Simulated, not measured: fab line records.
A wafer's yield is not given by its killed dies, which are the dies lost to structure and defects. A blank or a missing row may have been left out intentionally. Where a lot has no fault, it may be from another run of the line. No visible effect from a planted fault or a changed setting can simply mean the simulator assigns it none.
fab line records	flow n5Finfet
record: lots: 7	wafers: 21
route steps=1938 shown WELL_APT@24 PMOS_HMC_CHANNEL_EPI@58 FIN_SAQP@103 DUMMY_GATE@221
startH: hours from the record's opening day to when the first of the lot's shown wafers began	waitH: time in hours since the lot's previous step	" unchanged from the row above	L1.1+2: one row covering several wafers at once	- either no value or no given start	* or withheld: withheld	< > ~ a bound
route shown NAME@n: names a module that has steps shown in the file, with the first one's number in the route	usual: the fault-free wafers' mean and standard deviation	same: alike in all rows	chamber/n: place in a boat	sites: the reading at each site	_std_site: the values' standard deviation	_edge_site: mean of outer sites minus mean of inner sites	radiusMm: for every site, how far away it sits from the centre of the wafer	mask NAME#n: copy n	behind: the last tool/chamber to shape the wafer	hold: why the lot went on hold/how many hours it stayed there/how the hold came to an end	device: names the non-switching transistor (n, p or np)	end of line: at the end of the route, the tests of the same wafers	a step without rows: its recipe alone	killed: dies lost to structure and defects at the first sort, not the wafer's yield	map: shows each die of a wafer: x if killed, . if not, _ if none is there
set.NAME: the setting as run; set.NAME@STEP: as run at that earlier step	model.NAME: the simulator's own value behind a step, which no gauge read
lots where settings were altered on purpose, with a table for each step and a row for each wafer
== steps ==
step: N5_WELL_APT_EXPOSE_05
recipe: maskId: NWELL	na: 0.8	sourceShape: conventional	sigmaOuter: 0.8	polarization: unpolarized	defocusNm: 0	targetCdNm: 200	doseMj: 20.3
lot.wafer	tool	chamber	startH	waitH	mask	set.doseMj
L074.1+5	krfScanner-01	0	13.40	-	NWELL#0	21.17
L074.4	"	0	"	"	NWELL#0	20.3
L075.3+4	krfScanner-02	0	19.56	-	NWELL#0	20.3
L075.5	"	0	"	"	NWELL#0	19.9
L076.3+4+6	krfScanner-01	0	25.56	-	NWELL#0	20.3
L078.2+6	krfScanner-02	0	37.61	-	NWELL#0	20.3
L078.5	"	0	"	"	NWELL#0	19.55
L089.1+4	krfScanner-01	0	103.68	-	NWELL#0	20.3
L089.3	"	0	"	"	NWELL#0	19.84
L091.2+3+4	krfScanner-01	0	115.65	-	NWELL#0	20.3
L092.1+2	krfScanner-02	0	121.64	-	NWELL#0	20.3
L092.4	"	0	"	"	NWELL#0	21.02
step: N5_WELL_APT_DEVELOP_07
recipe: developTimeS: 45	rinseLiquid: surfactantRinse	dry: airSpin	devTempC: 21
lot.wafer	tool	chamber	startH	waitH	set.developTimeS
L074.1+4	lithoTrack-01	0	-	-	45
L074.5	"	0	"	"	50.13
L075.3	lithoTrack-04	0	-	-	45
L075.4+5	"	0	"	"	40.51
L076.3	lithoTrack-03	0	-	-	45
L076.4+6	"	0	"	"	47.58
L078.2+5	lithoTrack-04	0	-	-	48.71
L078.6	"	0	"	"	45
L089.1+3+4	lithoTrack-03	0	-	-	45
L091.2+3+4	lithoTrack-04	0	-	-	45
L092.1	lithoTrack-01	0	-	-	45
L092.2+4	"	0	"	"	48.94
step: N5_WELL_APT_HARDBAKE_12
recipe: tempC: 130	timeS: 120
step: N5_WELL_APT_CD_MEAS_08
recipe: targetCdNm: 200	landingEnergyEv: 500	detector: seInlens
usual: cdNm: 199.6/2.3
lot.wafer	tool	chamber	startH	waitH	set.doseMj@WELL_APT_EXPOSE_05	cdNm
L074.1	cdSem-02	0	13.57	-	21.17	206.8
L074.4	"	0	"	"	20.3	199.9
L074.5	"	0	"	"	21.17	207.3
L075.3	cdSem-02	0	19.72	-	20.3	195.1
L075.4	"	0	"	"	20.3	196.7
L075.5	"	0	"	"	19.9	193.8
L076.3	cdSem-01	0	25.73	-	20.3	201.3
L076.4	"	0	"	"	20.3	202.4
L076.6	"	0	"	"	20.3	203.2
L078.2	cdSem-01	0	37.78	-	20.3	196.7
L078.5	"	0	"	"	19.55	190.4
L078.6	"	0	"	"	20.3	196.6
L089.1	cdSem-01	0	103.85	-	20.3	202.2
L089.3	"	0	"	"	19.84	197.1
L089.4	"	0	"	"	20.3	201.1
L091.2	cdSem-02	0	115.81	-	20.3	197.4
L091.3	"	0	"	"	20.3	197.4
L091.4	"	0	"	"	20.3	197.3
L092.1	cdSem-01	0	121.81	-	20.3	198.4
L092.2	"	0	"	"	20.3	198.9
L092.4	"	0	"	"	21.02	203.8
step: N5_WELL_APT_DESCUM_13
recipe: chemistry: O2	timeS: 7.9	sourcePowerW: 50	biasPowerW: 20	pressureMtorr: 20	rfFrequencyHz: 2.712e+07	tempC: 40	o2FlowSccm: 225
lot.wafer	tool	chamber	startH	waitH	set.doseMj@WELL_APT_EXPOSE_05	model.WELL_APT.cdNm
L074.1	rieDiel-04	2	13.66	0.0	21.17	207
L074.4	"	3	"	"	20.3	200.6
L074.5	"	0	"	"	21.17	207.4
L075.3	rieDiel-03	0	19.81	0.0	20.3	194.9
L075.4	"	1	"	"	20.3	196.8
L075.5	"	3	"	"	19.9	194
L076.3	rieDiel-04	2	25.86	0.1	20.3	201.1
L076.4	"	1	"	"	20.3	202.4
L076.6	"	1	"	"	20.3	203.3
L078.2	rieDiel-04	0	38.14	0.3	20.3	196.4
L078.5	"	3	"	"	19.55	190.6
L078.6	"	0	"	"	20.3	196.7
L089.1	rieDiel-04	0	104.01	0.1	20.3	202.1
L089.3	"	1	"	"	19.84	197.3
L089.4	"	3	"	"	20.3	201.3
L091.2	rieDiel-04	2	116.84	1.0	20.3	197.4
L091.3	"	1	"	"	20.3	197.2
L091.4	"	3	"	"	20.3	197.6
L092.1	rieDiel-04	2	121.90	0.0	20.3	198.4
L092.2	"	0	"	"	20.3	198.6
L092.4	"	3	"	"	21.02	204.3
step: N5_PMOS_HMC_CHANNEL_EPI_COAT_31
recipe: resist: BARC	tempC: 205	timeS: 60	spinRpm: 1500	resistThkNm: 66
lot.wafer	tool	chamber	startH	waitH	set.spinRpm	model.BARC_of_PMOS_HMC_CHANNEL_EPI_COAT_31.thkNm
L074.1	lithoTrack-05	0	16.54	0.0	1500	66.14
L074.4	"	0	"	"	1592	64.27
L074.5	"	0	"	"	1592	64.08
L075.3	lithoTrack-02	0	22.78	0.0	1500	65.89
L075.4	"	0	"	"	1384	68.44
L075.5	"	0	"	"	1384	68.5
L076.3	lithoTrack-05	0	28.84	0.0	1332	70.12
L076.4	"	0	"	"	1332	70.16
L076.6	"	0	"	"	1500	66.01
L078.2	lithoTrack-02	0	41.11	0.0	1500	66.02
L078.5	"	0	"	"	1500	65.89
L078.6	"	0	"	"	1500	65.98
L089.1	lithoTrack-01	0	107.02	0.0	1500	66.15
L089.3	"	0	"	"	1500	65.98
L089.4	"	0	"	"	1500	66.16
L091.2	lithoTrack-01	0	120.04	0.0	1500	66.2
L091.3	"	0	"	"	1500	66.05
L091.4	"	0	"	"	1500	66.01
L092.1	lithoTrack-02	0	124.89	0.0	1500	65.71
L092.2	"	0	"	"	1576	64.13
L092.4	"	0	"	"	1500	65.58
step: N5_PMOS_HMC_CHANNEL_EPI_PEB_07
recipe: pebTempC: 110	pebTimeS: 60	resist: CAR-ArF-block
lot.wafer	tool	chamber	startH	waitH	set.pebTempC
L074.1+4+5	lithoTrack-05	0	16.82	0.1	110
L075.3+4+5	lithoTrack-01	0	23.07	0.0	110
L076.3+4+6	lithoTrack-01	0	29.86	0.0	110
L078.2+6	lithoTrack-05	0	41.39	0.0	110
L078.5	"	0	"	"	106.3
L089.1+3+4	lithoTrack-02	0	107.18	0.1	110
L091.2+3+4	lithoTrack-01	0	120.33	0.0	110
L092.1+2	lithoTrack-01	0	125.17	0.1	111.1
L092.4	"	0	"	"	110
step: N5_PMOS_HMC_CHANNEL_EPI_DEVELOP_08
recipe: developTimeS: 30	developer: TMAH	resist: CAR-ArF-block	devTempC: 23	rinseLiquid: diw	dry: airSpin
step: N5_PMOS_HMC_CHANNEL_EPI_CD_MEAS_09
recipe: targetCdNm: 237.4	landingEnergyEv: 500	detector: seInlens
usual: cdNm: 237.6/1.1
lot.wafer	tool	chamber	startH	waitH	set.pebTempC@PMOS_HMC_CHANNEL_EPI_PEB_07	cdNm
L074.1	cdSem-02	0	16.89	-	110	237.9
L074.4	"	0	"	"	110	237.1
L074.5	"	0	"	"	110	236.3
L075.3	cdSem-02	0	23.13	-	110	236.7
L075.4	"	0	"	"	110	239.0
L075.5	"	0	"	"	110	235.8
L076.3	cdSem-02	0	29.92	-	110	237.7
L076.4	"	0	"	"	110	239.6
L076.6	"	0	"	"	110	238.5
L078.2	cdSem-02	0	41.46	-	110	237.6
L078.5	"	0	"	"	106.3	223.8
L078.6	"	0	"	"	110	236.6
L089.1	cdSem-01	0	107.25	-	110	237.6
L089.3	"	0	"	"	110	239.2
L089.4	"	0	"	"	110	237.5
L091.2	cdSem-01	0	120.39	-	110	237.5
L091.3	"	0	"	"	110	236.3
L091.4	"	0	"	"	110	238.4
L092.1	cdSem-01	0	125.23	-	111.1	242.4
L092.2	"	0	"	"	111.1	240.4
L092.4	"	0	"	"	110	238.7
step: N5_PMOS_HMC_CHANNEL_EPI_DESCUM_14
recipe: chemistry: O2	timeS: 7.9	sourcePowerW: 50	biasPowerW: 20	pressureMtorr: 20	rfFrequencyHz: 2.712e+07	tempC: 40	resist: CAR-ArF-block	o2FlowSccm: 225
lot.wafer	tool	chamber	startH	waitH	set.pebTempC@PMOS_HMC_CHANNEL_EPI_PEB_07	model.PMOS_HMC_CHANNEL_EPI.cdNm
L074.1	rieDiel-02	0	16.98	0.0	110	237.8
L074.4	"	3	"	"	110	237.2
L074.5	"	0	"	"	110	236.5
L075.3	rieDiel-02	0	23.22	0.0	110	236.4
L075.4	"	3	"	"	110	239.1
L075.5	"	2	"	"	110	235.8
L076.3	rieDiel-02	3	30.01	0.0	110	237.7
L076.4	"	1	"	"	110	239.7
L076.6	"	3	"	"	110	238.6
L078.2	rieDiel-06	1	41.55	0.0	110	237.5
L078.5	"	0	"	"	106.3	223.6
L078.6	"	3	"	"	110	236.6
L089.1+4	rieDiel-06	1,2	107.33	0.0	110	237.7
L089.3	"	3	"	"	110	238.7
L091.2	rieDiel-06	3	120.48	0.0	110	237.4
L091.3	"	0	"	"	110	236.2
L091.4	"	2	"	"	110	238.9
L092.1	rieDiel-02	1	125.32	0.0	111.1	242
L092.2	"	3	"	"	111.1	240.5
L092.4	"	0	"	"	110	238.1
step: N5_PMOS_HMC_CHANNEL_EPI_ETCH_32
recipe: chemistry: N2/H2	target: BARC	stopOn: SiO2	targetDepthA: 858	overEtchFrac: 0.3	timeS: 50.3	ionEnergyEv: 200	maskMaterial: CAR-ArF-block	pressureMtorr: 30	sourceW: 840	biasW: 150	n2FlowSccm: 200	h2FlowSccm: 200
lot.wafer	tool	chamber	startH	waitH	set.spinRpm@PMOS_HMC_CHANNEL_EPI_COAT_31	set.pebTempC@PMOS_HMC_CHANNEL_EPI_PEB_07	model.etch.depthNm	model.PMOS_HMC_CHANNEL_EPI.cdNm
L074.1	rieDiel-02	0	17.01	0.0	1500	110	66.14	240.6
L074.4	"	3	"	"	1592	110	64.27	238.4
L074.5	"	0	"	"	1592	110	64.08	239.1
L075.3	rieDiel-02	0	23.25	0.0	1500	110	65.89	238.9
L075.4	"	3	"	"	1384	110	68.44	240.5
L075.5	"	2	"	"	1384	110	68.5	237.3
L076.3	rieDiel-02	3	30.04	0.0	1332	110	70.12	239.1
L076.4	"	1	"	"	1332	110	70.16	240.9
L076.6	"	3	"	"	1500	110	66.01	239.9
L078.2	rieDiel-06	1	41.58	0.0	1500	110	66.02	239.8
L078.5	"	0	"	"	1500	106.3	65.89	226.9
L078.6	"	3	"	"	1500	110	65.98	239.8
L089.1	rieDiel-06	1	107.37	0.0	1500	110	66.15	240
L089.3	"	3	"	"	1500	110	65.98	241.5
L089.4	"	2	"	"	1500	110	66.16	240.2
L091.2	rieDiel-06	3	120.52	0.0	1500	110	66.2	240
L091.3	"	0	"	"	1500	110	66.05	239.7
L091.4	"	2	"	"	1500	110	66.01	241.7
L092.1	rieDiel-02	1	125.36	0.0	1500	111.1	65.71	243.9
L092.2	"	3	"	"	1576	111.1	64.13	242.1
L092.4	"	0	"	"	1500	110	65.58	241.4
step: N5_PMOS_HMC_CHANNEL_EPI_HM_OPEN_15
recipe: chemistry: CHF3/O2	target: SiO2	maskMaterial: CAR-ArF-block	targetDepthA: 406	CHF3_flow_sccm: 50	O2_flow_sccm: 5	Ar_flow_sccm: 200	timeS: 20.3	pressureMtorr: 30	sourceW: 650	biasW: 170	ionEnergyEv: 200
lot.wafer	tool	chamber	startH	waitH	set.pebTempC@PMOS_HMC_CHANNEL_EPI_PEB_07	model.PMOS_HMC_CHANNEL_EPI.cdNm
L074.1	rieDiel-02	0	17.05	0.0	110	240.6
L074.4	"	3	"	"	110	238.5
L074.5	"	0	"	"	110	239.1
L075.3	rieDiel-02	0	23.30	0.0	110	238.9
L075.4	"	3	"	"	110	240.5
L075.5	"	2	"	"	110	237.3
L076.3	rieDiel-02	3	30.09	0.0	110	239.1
L076.4	"	1	"	"	110	240.9
L076.6	"	3	"	"	110	240
L078.2+6	rieDiel-06	1,3	41.62	0.0	110	239.9
L078.5	"	0	"	"	106.3	226.8
L089.1	rieDiel-06	1	107.41	0.0	110	239.9
L089.3	"	3	"	"	110	241.6
L089.4	"	2	"	"	110	240.1
L091.2	rieDiel-06	3	120.56	0.0	110	240
L091.3	"	0	"	"	110	239.6
L091.4	"	2	"	"	110	241.7
L092.1	rieDiel-02	1	125.40	0.0	111.1	244
L092.2	"	3	"	"	111.1	242.2
L092.4	"	0	"	"	110	241.4
step: N5_FIN_SAQP_COAT_49
recipe: resist: SOC	tempC: 250	timeS: 60	spinRpm: 1500	resistThkNm: 100
lot.wafer	tool	chamber	startH	waitH	set.spinRpm	model.SOC_of_FIN_SAQP_COAT_49.thkNm
L074.1	lithoTrack-05	0	20.74	0.1	1500	99.96
L074.4	"	0	"	"	1500	99.72
L074.5	"	0	"	"	1500	100.3
L075.3	lithoTrack-04	0	27.56	0.1	1556	97.67
L075.4	"	0	"	"	1500	99.44
L075.5	"	0	"	"	1556	97.58
L076.3	lithoTrack-04	0	33.96	0.1	1500	100
L076.4	"	0	"	"	1500	100.2
L076.6	"	0	"	"	1500	100.1
L078.2	lithoTrack-04	0	45.52	0.1	1332	106.4
L078.5	"	0	"	"	1500	99.92
L078.6	"	0	"	"	1332	106.2
L089.1+4	lithoTrack-04	0	111.05	0.1	1500	100
L089.3	"	0	"	"	1500	100.4
L091.2	lithoTrack-04	0	124.28	0.1	1500	99.87
L091.3	"	0	"	"	1500	99.99
L091.4	"	0	"	"	1500	99.88
L092.1	lithoTrack-03	0	130.04	0.1	1646	95.23
L092.2	"	0	"	"	1646	95.46
L092.4	"	0	"	"	1646	95.22
step: N5_FIN_SAQP_EXPOSE_13
recipe: maskId: FIN_CORE	na: 1.35	sourceShape: dipole	sigmaInner: 0.538	sigmaOuter: 0.738	polarization: te	targetCdNm: 35.6	doseMj: 63.25
lot.wafer	tool	chamber	startH	waitH	mask	set.doseMj
L074.1+4+5	arfiScanner-01	0	20.86	-	FIN_CORE#0	63.25
L075.3+5	arfiScanner-03	0	27.81	-	FIN_CORE#0	63.25
L075.4	"	0	"	"	FIN_CORE#0	66.86
L076.3	arfiScanner-01	0	34.22	-	FIN_CORE#0	63.25
L076.4+6	"	0	"	"	FIN_CORE#0	64.88
L078.2+5+6	arfiScanner-02	0	45.77	-	FIN_CORE#0	63.25
L089.1+3	arfiScanner-03	0	111.29	-	FIN_CORE#0	63.25
L089.4	"	0	"	"	FIN_CORE#0	60.6
L091.2+3+4	arfiScanner-01	0	124.40	-	FIN_CORE#0	63.25
L092.1	arfiScanner-03	0	130.28	-	FIN_CORE#0	63.25
L092.2+4	"	0	"	"	FIN_CORE#0	60.13
step: N5_FIN_SAQP_PEB_14
recipe: pebTempC: withheld	pebTimeS: 60	resist: CAR-ArF
step: N5_FIN_SAQP_DEVELOP_15
recipe: developTimeS: 30	developer: TMAH	resist: CAR-ArF	devTempC: 23	rinseLiquid: diw	dry: airSpin
step: N5_FIN_SAQP_DESCUM_21
recipe: chemistry: O2	timeS: 7.9	sourcePowerW: 50	biasPowerW: 20	pressureMtorr: 20	rfFrequencyHz: 2.712e+07	tempC: 40	resist: CAR-ArF	o2FlowSccm: 225
step: N5_FIN_SAQP_ETCH_51
recipe: chemistry: CF4	target: SiARC	targetDepthA: 455	maskMaterial: CAR-ArF	timeS: 75.8	ionEnergyEv: 80	pressureMtorr: 40	sourceW: 545	biasW: 36	Ar_flow_sccm: 100	cf4FlowSccm: 100	ends: cleared
step: N5_FIN_SAQP_ETCH_52
recipe: chemistry: N2/H2	target: SOC	targetDepthA: 1000	overetchA: 200	maskMaterial: SiARC	tempC: 40	timeS: 150	ionEnergyEv: 200	pressureMtorr: 30	sourceW: 840	biasW: 150	n2FlowSccm: 200	h2FlowSccm: 200	ends: endPoint
lot.wafer	tool	chamber	startH	waitH	set.spinRpm@FIN_SAQP_COAT_49	model.etch.depthNm
L074.1	rieDiel-01	2	21.17	0.0	1500	99.96
L074.4	"	3	"	"	1500	99.72
L074.5	"	3	"	"	1500	100.3
L075.3	rieDiel-01	2	28.11	0.0	1556	97.67
L075.4	"	1	"	"	1500	99.44
L075.5	"	2	"	"	1556	97.58
L076.3	rieDiel-04	0	34.52	0.0	1500	100
L076.4	"	3	"	"	1500	100.2
L076.6	"	3	"	"	1500	100.1
L078.2	rieDiel-04	3	46.08	0.0	1332	106.4
L078.5	"	0	"	"	1500	99.92
L078.6	"	1	"	"	1332	106.2
L089.1+4	rieDiel-03	0,2	111.61	0.0	1500	100
L089.3	"	3	"	"	1500	100.4
L091.2	rieDiel-01	0	124.71	0.0	1500	99.87
L091.3	"	1	"	"	1500	99.99
L091.4	"	3	"	"	1500	99.88
L092.1	rieDiel-01	1	130.60	0.0	1646	95.23
L092.2	"	0	"	"	1646	95.46
L092.4	"	3	"	"	1646	95.22
step: N5_FIN_SAQP_STRIP_53
recipe: chemistry: N2/H2	tempC: 40	n2FlowSccm: 200	h2FlowSccm: 200	rfFrequencyHz: 6e+07
step: N5_FIN_SAQP_HM_OPEN_73
recipe: chemistry: CHF3/O2	target: SiO2	stopOn: a-Si	targetDepthA: 120	overEtchFrac: 1.8	maskMaterial: SOC	timeS: 16.8	pressureMtorr: 30	sourceW: 650	biasW: 170	Ar_flow_sccm: 200	CHF3_flow_sccm: 50	O2_flow_sccm: 5	ionEnergyEv: 200	ends: endPoint
step: N5_FIN_SAQP_STRIP_74
recipe: chemistry: CHF3/O2	resist: SiARC	rfFrequencyHz: 6e+07
step: N5_FIN_SAQP_MANDREL_ETCH_22
recipe: targetDepthA: 600	chemistry: HBr/Cl2	target: a-Si	stopOn: SiNx	btTimeS: 10	overEtchFrac: 0.5	timeS: 30	pressureMtorr: 10	icpW: 800	biasW: 75	HBr_flow_sccm: 150	Cl2_flow_sccm: 80	ends: endPoint
lot.wafer	tool	chamber	startH	waitH	set.spinRpm@FIN_SAQP_COAT_49	model.SOC_of_FIN_SAQP_COAT_49.thkNm
L074.1	rieSi-01	3	21.36	0.0	1500	75.05
L074.4	"	0	"	"	1500	75.95
L074.5	"	2	"	"	1500	76.3
L075.3	rieSi-06	0	28.31	0.0	1556	73.91
L075.4	"	2	"	"	1500	75.63
L075.5	"	2	"	"	1556	73.89
L076.3	rieSi-06	1	34.71	0.0	1500	76.56
L076.4	"	3	"	"	1500	77.24
L076.6	"	3	"	"	1500	76.79
L078.2	rieSi-01	2	46.27	0.0	1332	82.52
L078.5	"	3	"	"	1500	74.79
L078.6	"	2	"	"	1332	82.18
L089.1	rieSi-01	0	111.80	0.0	1500	76.42
L089.3	"	1	"	"	1500	76.95
L089.4	"	3	"	"	1500	74.91
L091.2	rieSi-03	1	124.91	0.0	1500	76.18
L091.3	"	2	"	"	1500	75.38
L091.4	"	0	"	"	1500	75.73
L092.1	rieSi-03	0	130.79	0.0	1646	71.08
L092.2	"	2	"	"	1646	70.79
L092.4	"	1	"	"	1646	71.66
step: N5_DUMMY_GATE_PECVD_30
recipe: material: SiO2	targetThkA: 550	tempC: 400	precursor: TEOS/O2	pressureTorr: 6.5	rfW: withheld	teosFlowSccm: withheld	gas: O2	flowSccm: 2650	timeS: 10.8
lot.wafer	tool	chamber	startH	waitH	set.timeS	model.SiO2_of_DUMMY_GATE_PECVD_30.thkNm
L074.1	pecvd-02	0	45.70	0.0	10.34	53
L074.4	"	0	"	"	10.8	55.6
L074.5	"	1	"	"	10.34	54.8
L075.3+4	pecvd-03	1,0	51.35	0.0	10.8	56.4
L075.5	"	2	"	"	10.8	55.8
L076.3	pecvd-03	1	57.62	0.0	10.8	55.4
L076.4	"	2	"	"	9.87	50.6
L076.6	"	0	"	"	9.87	51.8
L078.2	pecvd-03	2	72.87	0.0	10.19	50.8
L078.5	"	0	"	"	10.19	52.4
L078.6	"	1	"	"	10.8	56
L089.1	pecvd-03	1	134.74	0.0	10.8	55.4
L089.3	"	2	"	"	10.09	49.8
L089.4	"	2	"	"	10.09	51.2
L091.2	pecvd-03	0	148.94	0.0	10.8	56
L091.3+4	"	1,2	"	"	10.8	55.8
L092.1	pecvd-03	2	154.13	0.0	10.8	53.6
L092.2	"	1	"	"	11.8	60
L092.4	"	2	"	"	10.8	54.8
== key ==
split: step: N5_WELL_APT_EXPOSE_05	setting: doseMj	stated: 20.3	by: wafer
response: step: N5_WELL_APT_CD_MEAS_08	reading: cdNm	change: +1.62	per: 1%	r: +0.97
response: step: N5_WELL_APT_DESCUM_13	reading: model.WELL_APT.cdNm	change: +1.57	per: 1%	r: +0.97
split: step: N5_WELL_APT_DEVELOP_07	setting: developTimeS	stated: 45	by: wafer
response none clear
split: step: N5_PMOS_HMC_CHANNEL_EPI_COAT_31	setting: spinRpm	stated: 1500	by: wafer
response: step: N5_PMOS_HMC_CHANNEL_EPI_COAT_31	reading: model.BARC_of_PMOS_HMC_CHANNEL_EPI_COAT_31.thkNm	change: -0.345	per: 1%	r: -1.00
response: step: N5_PMOS_HMC_CHANNEL_EPI_ETCH_32	reading: model.etch.depthNm	change: -0.345	per: 1%	r: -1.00
split: step: N5_PMOS_HMC_CHANNEL_EPI_PEB_07	setting: pebTempC	stated: 110	by: wafer
response: step: N5_PMOS_HMC_CHANNEL_EPI_CD_MEAS_09	reading: cdNm	change: +3.85	per: 1%	r: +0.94
response: step: N5_PMOS_HMC_CHANNEL_EPI_DESCUM_14	reading: model.PMOS_HMC_CHANNEL_EPI.cdNm	change: +3.92	per: 1%	r: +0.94
response: step: N5_PMOS_HMC_CHANNEL_EPI_ETCH_32	reading: model.PMOS_HMC_CHANNEL_EPI.cdNm	change: +3.65	per: 1%	r: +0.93
response: step: N5_PMOS_HMC_CHANNEL_EPI_HM_OPEN_15	reading: model.PMOS_HMC_CHANNEL_EPI.cdNm	change: +3.7	per: 1%	r: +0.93
split: step: N5_FIN_SAQP_COAT_49	setting: spinRpm	stated: 1500	by: wafer
response: step: N5_FIN_SAQP_COAT_49	reading: model.SOC_of_FIN_SAQP_COAT_49.thkNm	change: -0.564	per: 1%	r: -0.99
response: step: N5_FIN_SAQP_ETCH_52	reading: model.etch.depthNm	change: -0.564	per: 1%	r: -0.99
response: step: N5_FIN_SAQP_MANDREL_ETCH_22	reading: model.SOC_of_FIN_SAQP_COAT_49.thkNm	change: -0.654	per: 1%	r: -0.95
split: step: N5_FIN_SAQP_EXPOSE_13	setting: doseMj	stated: 63.25	by: wafer
response none clear
split: step: N5_DUMMY_GATE_PECVD_30	setting: timeS	stated: 10.8	by: wafer
response: step: N5_DUMMY_GATE_PECVD_30	reading: model.SiO2_of_DUMMY_GATE_PECVD_30.thkNm	change: +0.609	per: 1%	r: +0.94
